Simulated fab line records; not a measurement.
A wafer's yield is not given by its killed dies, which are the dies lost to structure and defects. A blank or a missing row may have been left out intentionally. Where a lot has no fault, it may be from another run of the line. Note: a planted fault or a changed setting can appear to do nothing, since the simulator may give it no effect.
Matching of chambers | flow n5Finfet | aldMetal-03 running N5_BEOL_M1_ALD_84: 4 sister chambers
The step deposits TaN, pulse time 2 s, purge time 3 s, co reactant purge time 2 s. 8 wafers are shown with their chamber, then 11 later ones without.

## EACH WAFER AND ITS CHAMBER
wafer  | chamber | heaterPowerW (W) | heaterPowerOuterW (W)
L083.3 | 3       | 453              | 239
L083.6 | 3       | 463              | 237
L085.3 | 2       | 415              | 254
L085.6 | 1       | 393              | 220
L088.3 | 2       | 425              | 262
L088.4 | 0       | 515              | 259
L088.6 | 0       | 508              | 272
L090.3 | 1       | 389              | 218

## WAFERS WITH NO CHAMBER GIVEN
wafer  | heaterPowerW (W) | heaterPowerOuterW (W)
L090.4 | 467              | 236
L090.5 | 472              | 235
L091.1 | 531              | 260
L091.2 | 387              | 214
L091.5 | 469              | 239
L095.1 | 523              | 266
L095.2 | 465              | 237
L095.3 | 429              | 249
L097.1 | 512              | 259
L097.3 | 380              | 216
L097.6 | 420              | 249

## WHICH CHAMBER EACH ONE RAN IN
wafer  | from the rows above | in truth
L090.4 | 3                   | 3
L090.5 | 3                   | 3
L091.1 | 0                   | 0
L091.2 | 1                   | 1
L091.5 | 3                   | 3
L095.1 | 0                   | 0
L095.2 | 3                   | 3
L095.3 | 2                   | 2
L097.1 | 0                   | 0
L097.3 | 1                   | 1
L097.6 | 2                   | 2
Correct placement for 11 of the 11. Number that these rows cannot place: 0. Number placed wrongly: 0.
How it was worked out, from the rows above alone: a wafer's distance from a chamber is the root of the sum, over the readings, of the square of ((its reading less the chamber's mean) divided by the reading's scatter). The wafer belongs to the nearest chamber; if the next one is less than 2 further off, it can't be placed. A chamber's mean is the mean of its shown wafers. The scatter is the square root of a quotient: the sum, over the shown wafers, of each reading's squared deviation from its chamber's mean, divided by wafers minus chambers.
